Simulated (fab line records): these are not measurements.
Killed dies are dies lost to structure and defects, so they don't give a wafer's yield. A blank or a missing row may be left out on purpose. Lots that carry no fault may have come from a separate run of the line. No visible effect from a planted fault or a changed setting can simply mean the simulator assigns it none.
Chamber matching	flow nand-harc	3 sister chambers for NHARC_P_BONDPAD_DEP_00 on pecvd-04
The step deposits SiCN, target thk 250 nm. 6 wafers are shown with their chamber, then 7 later ones without.

== WAFERS, EACH WITH ITS CHAMBER ==
wafer	chamber	heater-power-outer-w (W)	heater-power-w (W)
L079.4	0	254	501
L079.5	1	241	445
L081.1	0	253	505
L081.6	2	355	626
L092.1	1	330	571
L092.2	2	346	613

== WAFERS MISSING THEIR CHAMBER ==
wafer	heater-power-outer-w (W)	heater-power-w (W)
L092.3	302	583
L093.2	239	515
L093.3	319	541
L093.6	374	630
L094.2	309	583
L094.4	308	592
L094.5	311	569

== THE CHAMBER EACH PASSED THROUGH ==
wafer	from the rows above	in truth
L092.3	can't be placed: 2 or 1 or 0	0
L093.2	can't be placed: 0 or 1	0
L093.3	can't be placed: 1 or 2 or 0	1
L093.6	2	2
L094.2	can't be placed: 2 or 1 or 0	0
L094.4	can't be placed: 2 or 1 or 0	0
L094.5	can't be placed: 1 or 2 or 0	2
Correct placement for 1 of the 7. From these rows, 6 cannot be placed; in 6 the true chamber is one of the candidates. Number placed wrongly: 0.
How it was worked out, from the rows above alone: a wafer's distance from a chamber is the root of the sum, over the readings, of the square of ((its reading less the chamber's mean) divided by the reading's scatter). The wafer belongs to the nearest chamber; if the next one is less than 2 further off, it can't be placed. Each chamber's mean is taken over the wafers shown for it. The scatter: take each reading less its chamber's mean, square it, sum over the shown wafers, divide by the number of wafers less the number of chambers, and take the root.
